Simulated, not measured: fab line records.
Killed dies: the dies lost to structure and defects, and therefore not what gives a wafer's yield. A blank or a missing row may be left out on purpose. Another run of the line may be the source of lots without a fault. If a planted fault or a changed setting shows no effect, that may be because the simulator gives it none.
Comparing a struck lot with a sound one + flow n5 finfet + 17 steps out of a route of 1938
Sound: the wafers L532.2, L532.3, L532.6. Struck: wafer L543.5 (left out: L543.3, a lot-mate that was not struck); the cause follows at the end.
For every step that has rows: the tool of each side, followed by ch and its chambers, followed by its first start. Under that, the readings that differ: sound wafers + struck wafers + difference of the means + sigmas: that difference in standard deviations of wafers without a fault.
alike: same words and numbers on both sides, and readings whose means sit less than 2 such deviations apart. not compared: any withheld reading, any reading some wafer has no value for, any bound like >300 that may hide the same value, and any number with overlapping values for which the record gives no deviation.
A row with sigmas, a row that says differs or no value, or rows on one side alone: a step with any of these is where the two part. Numbers that have no deviation but don't overlap get no sigmas and don't part them. A reading missing from all wafers of one side parts the sides only when that side holds two or more wafers.

N5_BEOL_M4_ANNEAL_82: time 240 s.
  struck on pvd sputter-01, day 13 14:26; sound on pvd sputter-03, day 10 11:20
  alike: heater power w
then, 5 steps without rows for these wafers: N5_BEOL_M4_SPUTTER_86 (material Cu, target thk 4.5 nm, time 8.29 s); N5_BEOL_M4_ANNEAL_87 (time 240 s); N5_BEOL_M4_SPUTTER_88 (material Cu, target thk 4.5 nm, time 8.29 s); N5_BEOL_M4_ANNEAL_89 (time 240 s); N5_BEOL_M4_SPUTTER_90 (material Cu, target thk 4.5 nm, time 8.29 s).
N5_BEOL_M4_ANNEAL_91: time 240 s.
  struck on pvd sputter-01, day 13 15:06; sound on pvd sputter-03, day 10 12:00
  alike: heater power w
N5_BEOL_M4_SPUTTER_92: material Cu, target thk 4.5 nm, time 8.29 s.
  struck on pvd sputter-01, day 13 15:14; sound on pvd sputter-03, day 10 12:08
  alike: chuck sensor temp C, throttle valve pct
N5_BEOL_M4_ANNEAL_93: time 240 s.
  struck on pvd sputter-01, day 13 15:19; sound on pvd sputter-03, day 10 12:13
  alike: heater power w
then, 3 steps without rows for these wafers: N5_BEOL_M4_SPUTTER_94 (material Cu, target thk 4.5 nm, time 8.29 s); N5_BEOL_M4_ANNEAL_95 (time 240 s); N5_BEOL_M4_SPUTTER_96 (material Cu, target thk 4.5 nm, time 8.29 s).
N5_BEOL_M4_ECD_50: material Cu, target thk 300 nm.
  sound on ecd cu-01 ch 0,1, day 10 12:42; struck on ecd cu-01 ch 1, day 13 15:49
| reading                                | sound           | struck | difference | sigmas |
|----------------------------------------|-----------------|--------|------------|--------|
| model.Cu_of_BEOL_M4_ECD_50.thk nm (nm) | 298.8 300.2 303 | 212    | -89        |        |
N5_BEOL_M4_ANNEAL_51: time 90 s.
  sound on rtp anneal-02 ch 0, day 10 12:54; struck on rtp anneal-01 ch 0, day 13 15:58
  alike: wafer_temp_C_max
N5_BEOL_M4_CMP_52: polishes, stops on SiOC, t overpolish 6.8 s, target thk 40 nm.
  sound on cmp-04 ch 0,1, day 10 13:13; struck on cmp-02 ch 0, day 13 16:17
| reading                | sound    | struck | difference | sigmas |
|------------------------|----------|--------|------------|--------|
| time to endpoint s (s) | 65 66 70 | 46     | -21        | -7     |
  alike: clearing platen rpm, motor current A
N5_BEOL_M4_THK_MEAS_53: measures by xrf.
  struck on film metro-02, day 13 16:28; sound on film metro-02, day 10 13:28
  alike: M4_THK
N5_BEOL_M4_RC_MEAS_101:
  sound on prober-01 ch 0, day 10 13:56; struck on prober-01 ch 0, day 13 17:06
  alike: DIBL_N, DIBL_P, IOFF_N, IOFF_P, ION_N, ION_P, SS_N, SS_P, VT_N, VT_P

WHERE THEY PART
N5_BEOL_M4_CMP_52 only, going by this record. Later steps at which nothing parts them and some readings are alike: N5_BEOL_M4_THK_MEAS_53, N5_BEOL_M4_RC_MEAS_101.

WHY: the cause the simulator had injected
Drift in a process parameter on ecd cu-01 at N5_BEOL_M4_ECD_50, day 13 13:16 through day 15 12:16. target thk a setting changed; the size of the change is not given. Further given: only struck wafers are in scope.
